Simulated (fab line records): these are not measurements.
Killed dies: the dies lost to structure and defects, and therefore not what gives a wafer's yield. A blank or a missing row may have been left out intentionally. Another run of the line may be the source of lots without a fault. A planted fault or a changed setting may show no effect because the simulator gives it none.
Split-lot trial || flow n5-finfet || on a route of 1938 steps: 7 lots, 21 wafers read

== SPLIT DETAILS ==
At N5_FIN_SAQP_EXPOSE_13 (exposes mask FIN CORE, target cd 35.6 nm), the setting dose-mj was moved away from the recipe's 63.25 on 7 of the 21 wafers read, by -6.8% to +7.5%. All remaining wafers had this setting at the recipe value.

== FROM THE SPLIT TO THE READING: what the file shows between them, 2 steps ==
- N5_FIN_SAQP_PEB_14: peb time 60 s
- N5_FIN_SAQP_DEVELOP_15: develop time 30 s

== THE READING ==
Shown in nm: cd-nm at N5_FIN_SAQP_CD_MEAS_16, with target cd 35.6 nm. A value of 35.7 nm with a standard deviation of 0.37 nm is what fault-free wafers of this fab line usually give.

{"wafer": "L078.2", "tool, chamber at the split": "arfi-scanner-03, 0", "dose-mj as run": 63.25, "against the recipe": "recipe", "cd-nm, nm": 35.7, "against lot-mates on the recipe": "-"}
{"wafer": "L078.3", "tool, chamber at the split": "arfi-scanner-03, 0", "dose-mj as run": 67.99, "against the recipe": "+7.5%", "cd-nm, nm": 33.3, "against lot-mates on the recipe": -2.4}
{"wafer": "L078.4", "tool, chamber at the split": "arfi-scanner-03, 0", "dose-mj as run": 67.99, "against the recipe": "+7.5%", "cd-nm, nm": 33.4, "against lot-mates on the recipe": -2.3}
{"wafer": "L083.4", "tool, chamber at the split": "arfi-scanner-03, 0", "dose-mj as run": 63.25, "against the recipe": "recipe", "cd-nm, nm": 35.1, "against lot-mates on the recipe": "-"}
{"wafer": "L083.5", "tool, chamber at the split": "arfi-scanner-03, 0", "dose-mj as run": 63.25, "against the recipe": "recipe", "cd-nm, nm": 35.4, "against lot-mates on the recipe": "-"}
{"wafer": "L083.6", "tool, chamber at the split": "arfi-scanner-03, 0", "dose-mj as run": 63.25, "against the recipe": "recipe", "cd-nm, nm": 35.5, "against lot-mates on the recipe": "-"}
{"wafer": "L085.2", "tool, chamber at the split": "arfi-scanner-02, 0", "dose-mj as run": 63.25, "against the recipe": "recipe", "cd-nm, nm": 36.1, "against lot-mates on the recipe": "-"}
{"wafer": "L085.3", "tool, chamber at the split": "arfi-scanner-02, 0", "dose-mj as run": 63.25, "against the recipe": "recipe", "cd-nm, nm": 36.1, "against lot-mates on the recipe": "-"}
{"wafer": "L085.5", "tool, chamber at the split": "arfi-scanner-02, 0", "dose-mj as run": 63.25, "against the recipe": "recipe", "cd-nm, nm": 36.1, "against lot-mates on the recipe": "-"}
{"wafer": "L088.1", "tool, chamber at the split": "arfi-scanner-03, 0", "dose-mj as run": 58.95, "against the recipe": "-6.8%", "cd-nm, nm": 37.3, "against lot-mates on the recipe": "+1.6"}
{"wafer": "L088.2", "tool, chamber at the split": "arfi-scanner-03, 0", "dose-mj as run": 63.25, "against the recipe": "recipe", "cd-nm, nm": 35.7, "against lot-mates on the recipe": "-"}
{"wafer": "L088.3", "tool, chamber at the split": "arfi-scanner-03, 0", "dose-mj as run": 58.95, "against the recipe": "-6.8%", "cd-nm, nm": 37.6, "against lot-mates on the recipe": "+1.9"}
{"wafer": "L089.4", "tool, chamber at the split": "arfi-scanner-02, 0", "dose-mj as run": 63.25, "against the recipe": "recipe", "cd-nm, nm": 35.7, "against lot-mates on the recipe": "-"}
{"wafer": "L089.5", "tool, chamber at the split": "arfi-scanner-02, 0", "dose-mj as run": 63.25, "against the recipe": "recipe", "cd-nm, nm": 35.6, "against lot-mates on the recipe": "-"}
{"wafer": "L089.6", "tool, chamber at the split": "arfi-scanner-02, 0", "dose-mj as run": 61.21, "against the recipe": "-3.2%", "cd-nm, nm": 36.3, "against lot-mates on the recipe": "+0.6"}
{"wafer": "L092.2", "tool, chamber at the split": "arfi-scanner-02, 0", "dose-mj as run": 64.95, "against the recipe": "+2.7%", "cd-nm, nm": 35.2, "against lot-mates on the recipe": "+0.0"}
{"wafer": "L092.3", "tool, chamber at the split": "arfi-scanner-02, 0", "dose-mj as run": 63.25, "against the recipe": "recipe", "cd-nm, nm": 35.3, "against lot-mates on the recipe": "-"}
{"wafer": "L092.6", "tool, chamber at the split": "arfi-scanner-02, 0", "dose-mj as run": 63.25, "against the recipe": "recipe", "cd-nm, nm": 35.2, "against lot-mates on the recipe": "-"}
{"wafer": "L095.2", "tool, chamber at the split": "arfi-scanner-02, 0", "dose-mj as run": 65.97, "against the recipe": "+4.3%", "cd-nm, nm": 35.1, "against lot-mates on the recipe": -0.9}
{"wafer": "L095.3", "tool, chamber at the split": "arfi-scanner-02, 0", "dose-mj as run": 63.25, "against the recipe": "recipe", "cd-nm, nm": 36.5, "against lot-mates on the recipe": "-"}
{"wafer": "L095.5", "tool, chamber at the split": "arfi-scanner-02, 0", "dose-mj as run": 63.25, "against the recipe": "recipe", "cd-nm, nm": 35.5, "against lot-mates on the recipe": "-"}

THE FIT
A straight line over all 21 wafers: cd-nm changes by -0.269 nm for each +1% of dose-mj; r = -0.93; the points scatter about the line by 0.38 nm.
The same after taking each lot's own level away (the mean of its wafers on the recipe; 21 wafers): -0.27 nm for each +1%; r = -0.96; scatter 0.28 nm.
According to that fit, moving dose-mj by its largest amount changes the reading by 2 nm.
The lots' own levels span 35.25 to 36.10 nm, that is 2.3 times the standard deviation above.
So the lot-to-lot level changes the slope little: the two slopes agree.
Check: with one of the wafers moved furthest among these (+7.5%) left out of the fit, the line predicts -1.9 nm for it against its lot-mates. It came out at -2.4 nm against them.

== THE OTHER SPLITS THESE WAFERS WENT THROUGH ==
These wafers also went through other splits before the reading. Each is held against what the fit with the lots' levels taken away leaves over:
{"other split on the same wafers": "N5_WELL_APT_EXPOSE_05 dose-mj", "wafers away from the commonest value": 9, "r with cd-nm (lot level and that fit taken away)": "+0.14"}
{"other split on the same wafers": "N5_WELL_APT_DEVELOP_07 develop-time-s", "wafers away from the commonest value": 7, "r with cd-nm (lot level and that fit taken away)": "+0.04"}
{"other split on the same wafers": "N5_WELL_APT_COAT_19 spin-rpm", "wafers away from the commonest value": 6, "r with cd-nm (lot level and that fit taken away)": -0.22}
{"other split on the same wafers": "N5_WELL_APT_PEB_23 peb-temp-c", "wafers away from the commonest value": 6, "r with cd-nm (lot level and that fit taken away)": "+0.05"}

== FILE'S OWN FIT ==
cd-nm changes by -0.256 nm for each +1% of dose-mj, r = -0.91.
